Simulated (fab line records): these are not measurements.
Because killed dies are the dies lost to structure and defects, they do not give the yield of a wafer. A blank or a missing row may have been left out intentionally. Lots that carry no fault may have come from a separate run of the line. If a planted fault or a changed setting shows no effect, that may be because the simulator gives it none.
Split-lot trial | flow n5 finfet | on a route of 1938 steps: 7 lots, 21 wafers read

ON THE SPLIT
At N5_BEOL_M14_COAT_65 (time 60 s, resist thk 450 nm), the setting spin rpm was moved away from the recipe's 1500 rpm on 6 of the 21 wafers read, by +4.3% to +10.9%. For the rest of the wafers, this setting stayed at what the recipe calls for.

The split's own step is where the reading is taken.

THE READING
SOC_of_BEOL_M14_COAT_65.thk nm (the simulator's own value, which no gauge read), in nm, at N5_BEOL_M14_COAT_65 (time 60 s, resist thk 450 nm). The file gives no usual value for it. Here, 15 wafers ran the recipe; their average is 450.2 nm with a standard deviation of 1.2 nm.

wafer  | tool, chamber at the split | spin rpm as run, rpm | against the recipe | SOC_of_BEOL_M14_COAT_65.thk nm, nm | against lot-mates on the recipe
L075.2 | litho track-01, 0          | 1663                 | +10.9%             | 427.8                              | -23.8
L075.3 | litho track-01, 0          | 1663                 | +10.9%             | 428.2                              | -23.4
L075.5 | litho track-01, 0          | 1500                 | recipe             | 451.6                              | -
L074.3 | litho track-04, 0          | 1500                 | recipe             | 451                                | -
L074.4 | litho track-04, 0          | 1500                 | recipe             | 451                                | -
L074.6 | litho track-04, 0          | 1500                 | recipe             | 450.4                              | -
L086.2 | litho track-03, 0          | 1500                 | recipe             | 448                                | -
L086.5 | litho track-03, 0          | 1500                 | recipe             | 447.6                              | -
L086.6 | litho track-03, 0          | 1500                 | recipe             | 448.6                              | -
L088.1 | litho track-01, 0          | 1500                 | recipe             | 450.8                              | -
L088.3 | litho track-01, 0          | 1500                 | recipe             | 450                                | -
L088.5 | litho track-01, 0          | 1619                 | +7.9%              | 433.2                              | -17.2
L089.1 | litho track-03, 0          | 1573                 | +4.9%              | 440.6                              | -10.8
L089.3 | litho track-03, 0          | 1500                 | recipe             | 451.4                              | -
L089.4 | litho track-03, 0          | 1573                 | +4.9%              | 441.2                              | -10.2
L092.1 | litho track-03, 0          | 1500                 | recipe             | 450.8                              | -
L092.4 | litho track-03, 0          | 1500                 | recipe             | 450.4                              | -
L092.6 | litho track-03, 0          | 1500                 | recipe             | 450.2                              | -
L097.1 | litho track-04, 0          | 1500                 | recipe             | 449.8                              | -
L097.3 | litho track-04, 0          | 1565                 | +4.3%              | 440.2                              | -10.6
L097.4 | litho track-04, 0          | 1500                 | recipe             | 451.8                              | -

FIT RESULTS
A straight line over all 21 wafers: SOC_of_BEOL_M14_COAT_65.thk nm changes by -2.06 nm for each +1% of spin rpm; r = -0.99; the points scatter about the line by 1.2 nm.
The same after taking each lot's own level away (the mean of its wafers on the recipe; 21 wafers): -2.18 nm for each +1%; r = -1.00; scatter 0.51 nm.
According to that fit, moving spin rpm by its largest amount changes the reading by 24 nm.
Measured against the standard deviation above, the lots' own levels, which go from 448.07 to 451.60 nm, span 2.9 times it.
Consequently the slope shifts little with the lot-to-lot level, the two slopes agreeing.
Check: for one of the wafers moved furthest among these (+10.9%), held out of the fit, the line's prediction against its lot-mates is -23.7 nm. Against them it came out at -23.8 nm.

FURTHER SPLITS ON THESE WAFERS
Other splits were also applied to these wafers ahead of the reading. Each is held against what the fit with the lots' levels taken away leaves over:
other split on the same wafers    | wafers away from the commonest value | r with SOC_of_BEOL_M14_COAT_65.thk nm (lot level and that fit taken away)
N5_BEOL_M10_COAT_64 spin rpm      | 13                                   | +0.25
N5_BEOL_M11_TRENCH_ETCH_37 time s | 3                                    | +0.02
N5_BEOL_M11_DEGAS_44 temp c       | 5                                    | +0.04
N5_BEOL_M13_COAT_04 spin rpm      | 10                                   | +0.11

FILE'S OWN FIT
SOC_of_BEOL_M14_COAT_65.thk nm changes by -2.19 nm for each +1% of spin rpm, r = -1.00.
